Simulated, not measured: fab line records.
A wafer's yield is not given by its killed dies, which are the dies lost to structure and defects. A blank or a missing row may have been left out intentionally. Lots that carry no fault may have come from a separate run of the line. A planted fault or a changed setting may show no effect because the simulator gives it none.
Which of the tools did it? :: flow nandHarc :: Sampling: 6 lots, 18 wafers, 4 of 1302 route steps

== WHAT EACH GAUGE READ, for each wafer ==
NHARC_A_CONTACT_CD_MEAS_42: target cd 300 nm.
lot: L315
measured: day 22 13:16
on: cdSem-02
cdNm (nm): 300.2 299.7 300.6

lot: L318
measured: day 23 22:20
on: cdSem-02
cdNm (nm): 299.8 299.5 299.5

lot: L322
measured: day 26 02:56
on: cdSem-03
cdNm (nm): 299.4 299.7 299.9

lot: L327
measured: day 28 03:55
on: cdSem-01
cdNm (nm): 287.8 287.7 288.1

lot: L331
measured: day 29 01:20
on: cdSem-03
cdNm (nm): 299.9 300.1 300.6

lot: L334
measured: day 31 11:10
on: cdSem-02
cdNm (nm): 300.2 299.8 300.2

== WHAT TOOL EACH LOT RAN ON (gives the tool, then ch and the chambers of the sampled wafers, and finally the start) ==
lot: L315
NHARC_A_WL_FILL_ETCHBACK_17: rieMetal-02 ch 0,1, day 21 23:51
NHARC_A_WL_FILL_ETCHBACK_26: rieSi-05 ch 0,2,3, day 22 05:02
NHARC_A_CONTACT_EXPOSE_39: arfiScanner-02 ch 0, day 22 13:08

lot: L318
NHARC_A_WL_FILL_ETCHBACK_17: rieMetal-03 ch 0, day 23 10:29
NHARC_A_WL_FILL_ETCHBACK_26: rieSi-01 ch 0,1,2, day 23 15:37
NHARC_A_CONTACT_EXPOSE_39: arfiScanner-02 ch 0, day 23 22:11

lot: L322
NHARC_A_WL_FILL_ETCHBACK_17: rieMetal-01 ch 0,1, day 25 11:11
NHARC_A_WL_FILL_ETCHBACK_26: rieSi-01 ch 1,2,3, day 25 17:43
NHARC_A_CONTACT_EXPOSE_39: arfiScanner-02 ch 0, day 26 02:49

lot: L327
NHARC_A_WL_FILL_ETCHBACK_17: rieMetal-03 ch 0,1, day 27 15:46
NHARC_A_WL_FILL_ETCHBACK_26: rieSi-01 ch 0,1,3, day 27 20:55
NHARC_A_CONTACT_EXPOSE_39: arfiScanner-03 ch 0, day 28 03:47

lot: L331
NHARC_A_WL_FILL_ETCHBACK_17: rieMetal-02 ch 0,1, day 28 13:13
NHARC_A_WL_FILL_ETCHBACK_26: rieSi-06 ch 2,3, day 28 18:33
NHARC_A_CONTACT_EXPOSE_39: arfiScanner-01 ch 0, day 29 01:13

lot: L334
NHARC_A_WL_FILL_ETCHBACK_17: rieMetal-02 ch 0, day 30 23:17
NHARC_A_WL_FILL_ETCHBACK_26: rieSi-06 ch 0,2, day 31 04:26
NHARC_A_CONTACT_EXPOSE_39: arfiScanner-01 ch 0, day 31 11:01
- NHARC_A_WL_FILL_ETCHBACK_17: etches the open film in Cl2/BCl3, target depth 4 nm, time 26.7 s.
- NHARC_A_WL_FILL_ETCHBACK_26: etches the open film in HBr, target depth 52 nm, time 13.3 s.
- NHARC_A_CONTACT_EXPOSE_39: exposes mask A CC 3.

== THE ANSWER, worked out from the rows above alone ==
Rule: the usual values come from the lots themselves. The widest of any qualifying gaps counts: lots, ordered by their means at a reading, are off when they make up no more than a third of the lots, leave a main group of 4 or more, and stand apart from it by 3 or more times the standard deviation of that group's means. If all means in a main group match to the digits the tables above print for the reading, that group is not used. Also off: a lot with no number at a reading for which 4 or more lots have one. Where the step has rows for the other lots, those lots are counted as sound.
Off at NHARC_A_CONTACT_CD_MEAS_42 (cdNm): L327. Main group: mean 299.9 nm, sd 0.26.
If a tool, at a process step before that reading, ran all the lots that are off and no sound lot after the first of them, it fits. Those tools and the gauges at NHARC_A_CONTACT_CD_MEAS_42 are tried in the same way. Can't be told from this: 4 tools fit, rieMetal-03 at NHARC_A_WL_FILL_ETCHBACK_17, rieSi-01 at NHARC_A_WL_FILL_ETCHBACK_26, arfiScanner-03 at NHARC_A_CONTACT_EXPOSE_39, cdSem-01 at NHARC_A_CONTACT_CD_MEAS_42.

== WHAT HAD BEEN PUT IN BY THE SIMULATOR ==
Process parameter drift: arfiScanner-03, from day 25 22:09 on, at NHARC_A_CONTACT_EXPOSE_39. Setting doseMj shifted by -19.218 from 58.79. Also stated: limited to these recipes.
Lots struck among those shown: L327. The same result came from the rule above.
